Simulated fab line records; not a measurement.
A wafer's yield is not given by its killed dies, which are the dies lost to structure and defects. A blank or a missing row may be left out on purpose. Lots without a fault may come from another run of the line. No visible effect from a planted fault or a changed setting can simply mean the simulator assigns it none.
Chamber matching + flow n5-finfet + 4 sister chambers for N5_BEOL_M7_DESCUM_16 on rie-diel-03
The step chemistry O2, time 7.9 s. 16 wafers are shown with their chamber, then 8 later ones without.

== WAFERS WITH THEIR CHAMBER ==
| wafer  | chamber | drypump-motor-current-A (A) | oes-product-au (a.u.) | throttle-valve-pct (%) |
|--------|---------|-----------------------------|-----------------------|------------------------|
| L076.2 | 0       | 6.4                         | 0.73                  | 20.42                  |
| L076.4 | 3       | 5.6                         | 0.71                  | 20.52                  |
| L076.5 | 2       | 5.4                         | 0.74                  | 20.28                  |
| L077.2 | 0       | 6.4                         | 0.72                  | 20.44                  |
| L077.4 | 1       | 6.0                         | 0.87                  | 20.35                  |
| L077.5 | 0       | 6.4                         | 0.73                  | 20.44                  |
| L079.3 | 2       | 5.5                         | 0.74                  | 20.30                  |
| L079.4 | 1       | 6.1                         | 0.86                  | 20.35                  |
| L079.6 | 1       | 6.1                         | 0.87                  | 20.33                  |
| L080.1 | 0       | 6.4                         | 0.72                  | 20.44                  |
| L080.3 | 2       | 5.4                         | 0.74                  | 20.30                  |
| L080.4 | 1       | 6.0                         | 0.86                  | 20.33                  |
| L081.1 | 3       | 5.6                         | 0.69                  | 20.54                  |
| L081.2 | 2       | 5.5                         | 0.73                  | 20.29                  |
| L081.5 | 2       | 5.5                         | 0.74                  | 20.29                  |
| L084.1 | 3       | 5.6                         | 0.68                  | 20.56                  |

SIGNATURES (means of the wafers above)
| reading                 | chamber 0 | chamber 1 | chamber 2 | chamber 3 | scatter within a chamber |
|-------------------------|-----------|-----------|-----------|-----------|--------------------------|
| drypump-motor-current-A | 6.400     | 6.050     | 5.460     | 5.600     | 0.0428                   |
| oes-product-au          | 0.7250    | 0.8650    | 0.7380    | 0.6933    | 0.00789                  |
| throttle-valve-pct      | 20.4350   | 20.3400   | 20.2920   | 20.5400   | 0.0122                   |
Rule: for each reading, subtract the chamber's mean from the wafer's reading, divide by that reading's scatter and square the result; add these up over the readings and take the root, which gives the wafer's distance from the chamber. The wafer belongs to the nearest chamber; if the next one is less than 2 further off, it can't be placed. The scatter: take each reading less its chamber's mean, square it, sum over the shown wafers, divide by the number of wafers less the number of chambers, and take the root.

== WAFERS WITHOUT THEIR CHAMBER ==
| wafer  | drypump-motor-current-A (A) | oes-product-au (a.u.) | throttle-valve-pct (%) |
|--------|-----------------------------|-----------------------|------------------------|
| L084.3 | 5.5                         | 0.74                  | 20.29                  |
| L084.4 | 6.4                         | 0.72                  | 20.44                  |
| L087.3 | 6.0                         | 0.84                  | 20.36                  |
| L087.5 | 5.9                         | 0.84                  | 20.38                  |
| L087.6 | 6.4                         | 0.70                  | 20.46                  |
| L096.1 | 5.5                         | 0.71                  | 20.35                  |
| L096.5 | 6.4                         | 0.69                  | 20.47                  |
| L096.6 | 6.1                         | 0.81                  | 20.40                  |

== WHICH CHAMBER EACH ONE RAN IN ==
| wafer  | from the rows above | in truth |
|--------|---------------------|----------|
| L084.3 | 2                   | 2        |
| L084.4 | 0                   | 0        |
| L087.3 | 1                   | 1        |
| L087.5 | 1                   | 1        |
| L087.6 | 0                   | 0        |
| L096.1 | 2                   | 2        |
| L096.5 | 0                   | 0        |
| L096.6 | 1                   | 1        |
8 of 8 placed correctly. Number that these rows cannot place: 0. Wrongly placed: 0.
